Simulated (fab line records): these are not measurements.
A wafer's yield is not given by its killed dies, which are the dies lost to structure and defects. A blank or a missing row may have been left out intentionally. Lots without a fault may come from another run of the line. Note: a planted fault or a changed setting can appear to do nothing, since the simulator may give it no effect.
A struck lot beside a sound one :: flow n5 finfet :: 21 out of 1938 route steps
Sound: these wafers, L378.1, L378.4, L378.6. Struck: wafer L382.6 (left out: L382.5, a lot-mate that was not struck); the cause follows at the end.
Per side, at each step with rows, come the tool, then ch with its chambers, and then its first start. Under that, the readings that differ: sound wafers :: struck wafers :: difference of the means :: sigmas: that difference in standard deviations of wafers without a fault.
alike: words and numbers the same on both sides, and readings whose means are apart by under 2 such deviations; not compared: readings that were withheld, readings missing a value for some wafer, numbers with overlapping values and no deviation given by the record, and bounds like >300 which may hide the same value.
A row with sigmas, a row that says differs or no value, or rows on one side alone: a step with any of these is where the two part. Numbers that don't overlap but have no deviation are shown without sigmas and don't part them. A reading missing from all wafers of one side parts the sides only when that side holds two or more wafers.

first, 2 steps without rows for these wafers: N5_MIM_BOT_DEGAS_01 (time 60 s); N5_MIM_BOT_SPUTTER_00 (material TiN, target thk 35 nm, time 89.7 s).
N5_MIM_TOP_ALD_00: deposits Al2O3, purge time 3 s, co reactant pulse time 3 s.
  sound on ald hk-01 ch 0,2,3, day 14 18:59; struck on ald hk-01 ch 2, day 15 15:38
  alike: precursor pulse height rel
N5_MIM_TOP_ALD_01: deposits HfO2, target thk 5.6 nm, pulse time 1 s, purge time 3 s.
  sound on ald hk-01 ch 0,2,3; struck on ald hk-01 ch 2
  alike: precursor pulse height rel
then, 1 step without rows for these wafers: N5_MIM_TOP_ALD_02 (deposits Al2O3, purge time 3 s, co reactant pulse time 3 s).
N5_MIM_TOP_DEGAS_04: time 60 s.
  sound on pvd sputter-02, day 14 20:19; struck on pvd sputter-01, day 15 16:21
  alike: heater power w
N5_MIM_TOP_SPUTTER_03: material TiN, target thk 35 nm, time 89.7 s.
  sound on pvd sputter-02, day 14 20:22; struck on pvd sputter-01, day 15 16:25
  alike: throttle valve pct
then, 5 steps without rows for these wafers: N5_MIM_TOP_LITHO_HMDS_01 (time 60 s); N5_MIM_TOP_LITHO_COAT_02; N5_MIM_TOP_LITHO_EBR_04; N5_MIM_TOP_LITHO_SOFTBAKE_03 (time 90 s); N5_MIM_TOP_LITHO_EXPOSE_05 (exposes mask MIM TOP, target cd 2000 nm).
N5_MIM_TOP_LITHO_PEB_06:
  sound on litho track-05 ch 0, day 14 20:46; struck on litho track-01 ch 0, day 15 16:46
  alike: exhaust pa
then, 2 steps without rows for these wafers: N5_MIM_TOP_LITHO_DEVELOP_07 (develop time 60 s); N5_MIM_TOP_LITHO_HARDBAKE_09 (time 120 s).
N5_MIM_TOP_LITHO_CD_MEAS_08: the cd target is 2000 nm.
  sound on cd sem-03 ch 0, day 14 20:53; struck on cd sem-03 ch 0, day 15 16:53
reading: cd nm (nm)
sound: 2001.4 2001.5 2001.5
struck: 2014.8
difference: +13.3
sigmas: +9
N5_MIM_TOP_LITHO_OVL_MEAS_11:
  sound on overlay-01 ch 0, day 14 20:55; struck on overlay-01 ch 0, day 15 16:55
  alike: MIM_TOP_OVL
N5_MIM_TOP_LITHO_INSPECT_12: inspects for defects (macro).
  sound on defect inspect-01, day 14 20:56; struck on defect inspect-01, day 15 16:56
reading: raw defect count
sound: 0 2 2
struck: 6
difference: +5
sigmas: +3
N5_MIM_TOP_LITHO_DESCUM_10: chemistry O2, time 7.9 s.
  sound on rie diel-04 ch 0,1,2, day 14 20:58; struck on rie diel-06 ch 3, day 15 17:00
reading: showerhead plenum p Torr (Torr)
sound: 1.98 2.04 2.02
struck: 2.20
difference: +0.19
sigmas: +2

reading: model.MIM_TOP_LITHO.cd nm (nm)
sound: 2001 2002 2002
struck: 2015
difference: +13
sigmas: 
  alike: chamber pressure mTorr, drypump motor current A, oes product au, rf vpp V, throttle valve pct
  not compared: rf hours counter h
N5_MIM_TOP_ETCH_ETCH_00: etches TiN in Cl2/BCl3, target depth 38.5 nm.
  sound on rie metal-01 ch 0,1, day 14 21:03; struck on rie metal-01 ch 0, day 15 17:08
  alike: chamber pressure mTorr, drypump motor current A, mfc cl2 sccm, oes product au, throttle valve pct
  not compared: rf hours counter h
N5_PASSIVATION_PROBE_49:
  sound wafers here have rows in the record (prober-01, day 15 06:34); struck ones have none

== WHERE THEY PART ==
At N5_MIM_TOP_LITHO_CD_MEAS_08 first; at N5_PASSIVATION_PROBE_49 last (within this record only).

WHY: whatever the simulator had introduced
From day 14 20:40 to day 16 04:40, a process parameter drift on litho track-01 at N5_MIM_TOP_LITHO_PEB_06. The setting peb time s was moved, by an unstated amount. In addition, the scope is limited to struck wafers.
